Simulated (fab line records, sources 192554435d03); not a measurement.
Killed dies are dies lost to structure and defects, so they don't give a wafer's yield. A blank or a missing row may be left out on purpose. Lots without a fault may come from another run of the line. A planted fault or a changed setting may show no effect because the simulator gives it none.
A struck lot beside a sound one | flow n5_finfet | 17 steps out of a route of 1938
Sound: wafers L922.3, L922.4, L922.6. Struck: wafer L933.3. (L933.4 of the same lot was not struck and is left out.) The cause comes at the end.
At each step with rows: each side's tool, then ch and its chambers, then its first start. Under that, the readings that differ: sound wafers | struck wafers | difference of the means | sigmas: that difference in standard deviations of wafers without a fault.
alike: readings whose means differ by less than 2 such deviations, and words and numbers that are the same on both sides. not compared: withheld readings, readings that some wafer has no value for, bounds like >300 that may hide the same value, and numbers for which the record gives no deviation and whose values overlap.
The two part at a step that has a row with sigmas, a row that says differs or no value, or rows on one side only. Numbers that don't overlap but have no deviation are shown without sigmas and don't part them. A reading that every wafer of one side lacks parts them only if that side has two wafers or more.

N5_HKMG_FIN_PWFM_ALD_03: deposits TiN, target thk 2 nm, pulse time 1 s, purge time 3 s.
  sound on ald_metal-01 ch 0,2, day 5 04:07; struck on ald_metal-01 ch 1, day 7 23:42
  alike: heater_power_w, precursor_pulse_height_rel
then, 8 steps without rows for these wafers: N5_HKMG_FIN_COAT_29 (time 60 s, resist thk 300 nm); N5_HKMG_FIN_COAT_30 (time 60 s, resist thk 35 nm); N5_HKMG_FIN_COAT_06 (resist thk 90 nm); N5_HKMG_FIN_EBR_08; N5_HKMG_FIN_SOFTBAKE_07 (time 60 s); N5_HKMG_FIN_EXPOSE_09 (exposes mask NWFM); N5_HKMG_FIN_PEB_10 (peb time 60 s); N5_HKMG_FIN_DEVELOP_11 (develop time 30 s).
N5_HKMG_FIN_CD_MEAS_12: target cd 92.8 nm.
  sound on cd_sem-03 ch 0, day 5 04:57; struck on cd_sem-01 ch 0, day 8 00:25
  reading    | sound          | struck | difference | sigmas
  cd_nm (nm) | 92.8 93.3 93.5 | 91.8   | -1.4       | -2
N5_HKMG_FIN_OVL_MEAS_13:
  sound on overlay-02 ch 0, day 5 04:59; struck on overlay-02 ch 0, day 8 00:26
  alike: NWFM_OVL
N5_HKMG_FIN_INSPECT_14: inspects for defects (macro).
  sound on defect_inspect-01, day 5 05:00; struck on defect_inspect-02, day 8 00:28
  alike: raw_defect_count
N5_HKMG_FIN_DESCUM_17: chemistry O2, time 7.9 s.
  sound on rie_diel-06 ch 0,1,2, day 5 05:02; struck on rie_diel-06 ch 3, day 8 00:59
  reading                                       | sound          | struck | difference | sigmas
  drypump_motor_current_A (A)                   | 5.0 5.7 5.4    | 6.4    | +1.0       | +3
  model.CAR-ArF_of_HKMG_FIN_COAT_06.thk_nm (nm) | 83.2 83.4 83.2 | 82.8   | -0.5       |
  alike: oes_product_au, rf_vpp_V, showerhead_plenum_p_Torr, throttle_valve_pct
  not compared: rf_hours_counter_h
N5_HKMG_FIN_ETCH_31: etches SiARC in CF4, target depth 45.5 nm, time 75.8 s.
  sound on rie_diel-06 ch 0,1,2, day 5 05:04; struck on rie_diel-06 ch 3, day 8 01:01
  reading                                       | sound          | struck | difference | sigmas
  drypump_motor_current_A (A)                   | 5.0 5.7 5.4    | 6.4    | +1.0       | +3
  model.CAR-ArF_of_HKMG_FIN_COAT_06.thk_nm (nm) | 50.6 50.8 50.8 | 50     | -1         |
  alike: etch_rf_on_time_s, oes_product_au, rf_vpp_V, showerhead_plenum_p_Torr, throttle_valve_pct
  not compared: rf_hours_counter_h
N5_HKMG_FIN_ETCH_32: etches SOC in N2/H2, target depth 240 nm, time 300 s.
  sound on rie_diel-06 ch 0,1,2, day 5 05:08; struck on rie_diel-06 ch 3, day 8 01:04
  reading                     | sound       | struck | difference | sigmas
  drypump_motor_current_A (A) | 5.0 5.6 5.4 | 6.4    | +1.1       | +3
  alike: oes_product_au, rf_vpp_V, showerhead_plenum_p_Torr, throttle_valve_pct
  not compared: rf_hours_counter_h
-- the record jumps here: 4 days lie between the struck wafers' starts before and after (it left off in module HKMG_FIN and takes up again in module BEOL_M4, whose first step shown is number 1111 of the route) --
N5_BEOL_M4_RC_MEAS_101:
  sound on prober-01 ch 0, day 9 07:32; struck on prober-02 ch 0, day 11 22:17
  reading        | sound          | struck | difference | sigmas
  IOFF_P (nA/um) | 0.17 0.13 0.17 | 0.24   | +0.08      | +2
  SS_P (mV/dec)  | 72.6 71.9 72.0 | 74.0   | +1.8       | +3
  VT_N (mV)      | 254 256 254    | 248    | -7         | -2
  VT_P (mV)      | -257 -259 -256 | -247   | +10        | +3
  alike: DIBL_N, DIBL_P, IOFF_N, ION_N, ION_P, SS_N
then, 1 step without rows for these wafers: N5_PASSIVATION_PROBE_49.

WHERE THEY PART
First at N5_HKMG_FIN_CD_MEAS_12; last, within this record, at N5_BEOL_M4_RC_MEAS_101.

WHY: what the simulator had put in
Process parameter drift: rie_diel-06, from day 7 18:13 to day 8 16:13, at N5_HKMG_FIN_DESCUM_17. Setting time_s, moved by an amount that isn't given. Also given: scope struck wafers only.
